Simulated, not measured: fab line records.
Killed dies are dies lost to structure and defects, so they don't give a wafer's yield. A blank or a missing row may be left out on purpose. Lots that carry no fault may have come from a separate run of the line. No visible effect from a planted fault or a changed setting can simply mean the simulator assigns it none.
Split-lot study | flow n5_finfet | 39 wafers read across 7 lots, on a route 1938 steps long

== ABOUT THE SPLIT ==
At N5_SD_EPI_N_ETCH_45 (etches SiOCN in CH3F/O2, target depth 6 nm), the setting target_depth_a was moved away from the recipe's 60 angstrom on 9 of the 39 wafers read, by -46.0% to +48.6%. The other wafers ran this setting at the recipe's value.

The reading is taken at the split's own step.

== THE READING ==
etch.depth_nm (the simulator's own value, which no gauge read), in nm, at N5_SD_EPI_N_ETCH_45 (etches SiOCN in CH3F/O2, target depth 6 nm). There is no usual value for it anywhere in the file. The 30 wafers here that ran the recipe average 5.957 nm, standard deviation 0.096 nm.

wafer  | tool, chamber at the split | target_depth_a as run, angstrom | against the recipe | etch.depth_nm, nm | against lot-mates on the recipe
L077.1 | rie_diel-05, 0             | 60                              | recipe             | 5.805             | -
L077.2 | rie_diel-05, 3             | 60                              | recipe             | 5.864             | -
L077.3 | rie_diel-05, 1             | 60                              | recipe             | 5.995             | -
L077.4 | rie_diel-05, 2             | 60                              | recipe             | 5.836             | -
L077.5 | rie_diel-05, 0             | 60                              | recipe             | 5.811             | -
L077.6 | rie_diel-05, 3             | 60                              | recipe             | 5.824             | -
L078.1 | rie_diel-02, 1             | 60                              | recipe             | 6.02              | -
L078.2 | rie_diel-02, 2             | 60                              | recipe             | 5.979             | -
L078.3 | rie_diel-02, 3             | 87.18                           | +45.3%             | 8.567             | +2.544
L078.4 | rie_diel-02, 0             | 60                              | recipe             | 6.069             | -
L078.5 | rie_diel-02, 1             | 87.18                           | +45.3%             | 8.736             | +2.713
L078.6 | rie_diel-02, 2             | 87.18                           | +45.3%             | 8.612             | +2.589
L079.1 | rie_diel-02, 1             | 60                              | recipe             | 6.025             | -
L079.2 | rie_diel-02, 2             | 32.38                           | -46.0%             | 3.226             | -2.775
L079.3 | rie_diel-02, 3             | 60                              | recipe             | 5.932             | -
L079.4 | rie_diel-02, 0             | 32.38                           | -46.0%             | 3.269             | -2.732
L079.5 | rie_diel-02, 0             | 60                              | recipe             | 6.047             | -
L079.6 | rie_diel-02, 3             | 32.38                           | -46.0%             | 3.202             | -2.799
L084.1 | rie_diel-02, 2             | 60                              | recipe             | 5.974             | -
L084.2 | rie_diel-02, 0             | 60                              | recipe             | 6.006             | -
L084.3 | rie_diel-02, 3             | 60                              | recipe             | 5.926             | -
L084.4 | rie_diel-02, 1             | 60                              | recipe             | 6.083             | -
L084.5 | rie_diel-02, 3             | 60                              | recipe             | 5.956             | -
L084.6 | rie_diel-02, 0             | 60                              | recipe             | 6.045             | -
L088.1 | rie_diel-06, 0             | 89.14                           | +48.6%             | 8.807             | +2.746
L088.2 | rie_diel-06, 3             | 60                              | recipe             | 6.092             | -
L088.3 | rie_diel-06, 1             | 60                              | recipe             | 5.923             | -
L088.4 | rie_diel-06, 2             | 89.14                           | +48.6%             | 8.771             | +2.710
L088.5 | rie_diel-06, 3             | 60                              | recipe             | 6.169             | -
L088.6 | rie_diel-06, 2             | 89.14                           | +48.6%             | 8.849             | +2.788
L093.2 | rie_diel-06, 0             | 60                              | recipe             | 5.92              | -
L093.3 | rie_diel-06, 1             | 60                              | recipe             | 5.841             | -
L093.6 | rie_diel-06, 1             | 60                              | recipe             | 5.867             | -
L096.1 | rie_diel-02, 3             | 60                              | recipe             | 5.858             | -
L096.2 | rie_diel-02, 0             | 60                              | recipe             | 6.052             | -
L096.3 | rie_diel-02, 1             | 60                              | recipe             | 5.974             | -
L096.4 | rie_diel-02, 0             | 60                              | recipe             | 6.024             | -
L096.5 | rie_diel-02, 1             | 60                              | recipe             | 5.983             | -
L096.6 | rie_diel-02, 3             | 60                              | recipe             | 5.81              | -

FIT RESULTS
A straight line over all 39 wafers: etch.depth_nm changes by +0.059 nm for each +1% of target_depth_a; r = +1.00; the points scatter about the line by 0.09 nm.
The same after taking each lot's own level away (the mean of its wafers on the recipe; 39 wafers): +0.0582 nm for each +1%; r = +1.00; scatter 0.072 nm.
The reading moves by 2.8 nm for the largest change in target_depth_a, on that fit.
Measured against the standard deviation above, the lots' own levels, which go from 5.8558 to 6.0613 nm, span 2.1 times it.
The two slopes are in agreement: the lot-to-lot level therefore moves the slope only a little.
Check: with one of the wafers moved furthest among these (+48.6%) left out of the fit, the line predicts +2.82 nm for it against its lot-mates. It came out at +2.75 nm against them.

== FILE'S OWN FIT ==
etch.depth_nm changes by +0.0581 nm for each +1% of target_depth_a, r = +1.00.
